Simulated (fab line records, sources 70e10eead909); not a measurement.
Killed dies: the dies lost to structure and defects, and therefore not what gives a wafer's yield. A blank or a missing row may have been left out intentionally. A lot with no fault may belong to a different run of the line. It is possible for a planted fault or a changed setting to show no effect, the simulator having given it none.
A lot that was struck, set against a sound lot ; flow nand harc ; 15 steps out of a route of 1302
Sound: wafers L819.1, L819.3, L819.5. Struck: wafer L811.1 (left out: L811.3, L811.4 of the same lot, which were not struck); the cause appears at the end.
For every step that has rows: the tool of each side, followed by ch and its chambers, followed by its first start. Under that, the readings that differ: sound wafers ; struck wafers ; difference of the means ; sigmas: that difference in standard deviations of wafers without a fault.
alike: same words and numbers on both sides, and readings whose means sit less than 2 such deviations apart. not compared: any withheld reading, any reading some wafer has no value for, any bound like >300 that may hide the same value, and any number with overlapping values for which the record gives no deviation.
A row with sigmas, a row that says differs or no value, or rows on one side alone: a step with any of these is where the two part. Numbers that have no deviation but don't overlap get no sigmas and don't part them. Lack of a reading on every wafer of one side parts them only where that side has two or more wafers.

first, 1 step without rows for these wafers: NHARC_A_CHANNEL_HOLE_D1_STRIP_43 (strips in O2/COS).
NHARC_A_CHANNEL_HOLE_D1_ETCH_44: etches the open film in CF4/O2, target depth 140 nm, overetch 14 nm, time 77 s.
  sound on rie diel-09 ch 1,2,3, day 14 18:16; struck on rie diel-09 ch 2, day 11 06:01
  alike: drypump motor current A, oes_ar_750_au, oes product au, rf vpp V, showerhead plenum p Torr, throttle valve pct
  not compared: rf hours counter h
NHARC_A_CHANNEL_HOLE_D1_STRIP_27: strips in O2.
  sound on rie diel-09 ch 0,3; struck on rie diel-09 ch 3
  alike: drypump motor current A, oes product au, rf vpp V, showerhead plenum p Torr, throttle valve pct
  not compared: rf hours counter h
then, 2 steps without rows for these wafers: NHARC_A_CHANNEL_HOLE_D1_PRECLEAN_28 (cleans in SC1); NHARC_A_CHANNEL_HOLE_D1_SRD_29.
NHARC_A_CHANNEL_HOLE_D1_CD_MEAS_30:
  sound on cd sem-03 at day 14 19:04; struck on cd sem-02 at day 11 06:48
reading;sound;struck;difference;sigmas
cd nm (nm);91.3 90.2 91.0;88.4;-2.4;-2
NHARC_A_CHANNEL_HOLE_D1_XSEM_31:
  sound on xsem-01 ch 0, day 14 19:09; struck on xsem-02 ch 0, day 11 06:53
reading;sound;struck;difference;sigmas
bot cd nm (nm);74.8 74.1 74.9;71.7;-2.9;-2
tilt deg (degrees);0.02 0.02 0.02;0.10;+0.08;+2
  alike: bow nm
NHARC_A_CHANNEL_HOLE_D1_INSPECT_40:
  sound on defect inspect-01 at day 14 19:14; struck on defect inspect-01 at day 11 06:59
  alike: raw defect count
then, 2 steps without rows for these wafers: NHARC_A_CHANNEL_FILL_D1_PRECLEAN_00 (cleans in SC1); NHARC_A_CHANNEL_FILL_D1_SRD_01.
NHARC_A_CHANNEL_FILL_D1_ALD_02: deposits SiO2, target thk 6 nm, pulse time 10 s, ald cycles 60.
  sound on ald hk-03 ch 1,2, day 14 19:26; struck on ald hk-03 ch 2, day 11 08:43
  alike: heater power w, precursor pulse height rel
  not compared: ald cycles
NHARC_A_CHANNEL_FILL_D1_ALD_03: deposits SiNx, target thk 6 nm, pulse time 60 s, ald cycles 58.
  sound on ald sin batch-02 ch 0; struck on ald sin batch-01 ch 0
  alike: precursor pulse height rel
  not compared: ald cycles
NHARC_A_CHANNEL_FILL_D1_ALD_14: deposits SiO2, target thk 2.5 nm, pulse time 10 s, ald cycles 25.
  sound on ald hk-02 ch 0,2,3, day 15 02:25; struck on ald hk-04 ch 0, day 11 16:10
reading;sound;struck;difference;sigmas
ald cycles;25 25 25;23;-2;
  alike: heater power w, precursor pulse height rel
then, 2 steps without rows for these wafers: NHARC_A_CHANNEL_FILL_D1_ALD_15 (deposits SiNx, target thk 2 nm, pulse time 60 s, ald cycles 19); NHARC_END_SORT_01.

WHERE THEY PART
At NHARC_A_CHANNEL_HOLE_D1_CD_MEAS_30 first; at NHARC_A_CHANNEL_HOLE_D1_XSEM_31 last (within this record only). Later steps at which nothing parts them and some readings are alike: NHARC_A_CHANNEL_HOLE_D1_INSPECT_40, NHARC_A_CHANNEL_FILL_D1_ALD_02, NHARC_A_CHANNEL_FILL_D1_ALD_03, NHARC_A_CHANNEL_FILL_D1_ALD_14.

WHY: whatever the simulator had introduced
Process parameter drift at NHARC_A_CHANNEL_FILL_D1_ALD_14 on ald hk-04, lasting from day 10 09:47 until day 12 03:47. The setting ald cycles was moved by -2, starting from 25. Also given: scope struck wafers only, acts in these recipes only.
